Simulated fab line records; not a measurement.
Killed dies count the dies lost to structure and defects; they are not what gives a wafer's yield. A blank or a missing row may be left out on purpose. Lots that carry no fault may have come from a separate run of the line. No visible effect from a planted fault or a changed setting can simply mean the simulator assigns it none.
Matching of chambers + flow nandHarc + NHARC_A_SGD_CUT_ETCH_58 on rieDiel-10: 4 sister chambers
The step etches the open film in CF4, target depth 39 nm, time 65 s. 14 wafers are shown with their chamber, then 7 later ones without.

== WAFERS WITH THEIR CHAMBER ==
| wafer  | chamber | showerheadPlenumPTorr (Torr) | rfVppV (V) | throttleValvePct (%) |
|--------|---------|------------------------------|------------|----------------------|
| L079.1 | 2       | 1.67                         | 149.2      | 13.265               |
| L079.3 | 1       | 1.79                         | 152.4      | 13.295               |
| L079.5 | 2       | 1.67                         | 150.3      | 13.280               |
| L081.1 | 1       | 1.79                         | 151.3      | 13.300               |
| L081.4 | 2       | 1.67                         | 150.9      | 13.280               |
| L081.6 | 3       | 1.70                         | 150.2      | 13.270               |
| L083.3 | 0       | 1.80                         | 152.8      | 13.297               |
| L083.4 | 2       | 1.67                         | 149.8      | 13.280               |
| L083.6 | 3       | 1.70                         | 150.2      | 13.278               |
| L089.1 | 0       | 1.80                         | 150.5      | 13.285               |
| L089.3 | 2       | 1.66                         | 149.6      | 13.289               |
| L089.4 | 3       | 1.70                         | 151.1      | 13.281               |
| L092.3 | 0       | 1.80                         | 152.6      | 13.283               |
| L092.4 | 1       | 1.78                         | 151.3      | 13.285               |

SIGNATURES (averages over the wafers above)
| reading               | chamber 0 | chamber 1 | chamber 2 | chamber 3 | scatter within a chamber |
|-----------------------|-----------|-----------|-----------|-----------|--------------------------|
| showerheadPlenumPTorr | 1.8000    | 1.7867    | 1.6680    | 1.7000    | 0.00383                  |
| rfVppV                | 151.967   | 151.667   | 149.960   | 150.500   | 0.795                    |
| throttleValvePct      | 13.28833  | 13.29333  | 13.27880  | 13.27633  | 0.00771                  |
Rule: for each reading, subtract the chamber's mean from the wafer's reading, divide by that reading's scatter and square the result; add these up over the readings and take the root, which gives the wafer's distance from the chamber. If the next closest chamber is less than 2 further off than the closest, the wafer can't be placed; otherwise it belongs to the closest. How the scatter is found: for the shown wafers, subtract from each reading the mean of its chamber, square and add these, divide the total by (wafers less chambers), then take the root.

== WAFERS MISSING THEIR CHAMBER ==
| wafer  | showerheadPlenumPTorr (Torr) | rfVppV (V) | throttleValvePct (%) |
|--------|------------------------------|------------|----------------------|
| L092.6 | 1.66                         | 149.5      | 13.291               |
| L094.2 | 1.78                         | 151.8      | 13.297               |
| L094.5 | 1.78                         | 151.8      | 13.289               |
| L094.6 | 1.80                         | 150.7      | 13.292               |
| L097.2 | 1.66                         | 151.1      | 13.291               |
| L097.3 | 1.80                         | 150.8      | 13.277               |
| L097.6 | 1.66                         | 150.1      | 13.275               |

== THE CHAMBER EACH PASSED THROUGH ==
| wafer  | from the rows above | in truth |
|--------|---------------------|----------|
| L092.6 | 2                   | 2        |
| L094.2 | 1                   | 1        |
| L094.5 | 1                   | 1        |
| L094.6 | 0                   | 0        |
| L097.2 | 2                   | 2        |
| L097.3 | 0                   | 0        |
| L097.6 | 2                   | 2        |
Correctly placed: 7 of 7. Not placeable from these rows: 0. Number placed wrongly: 0.
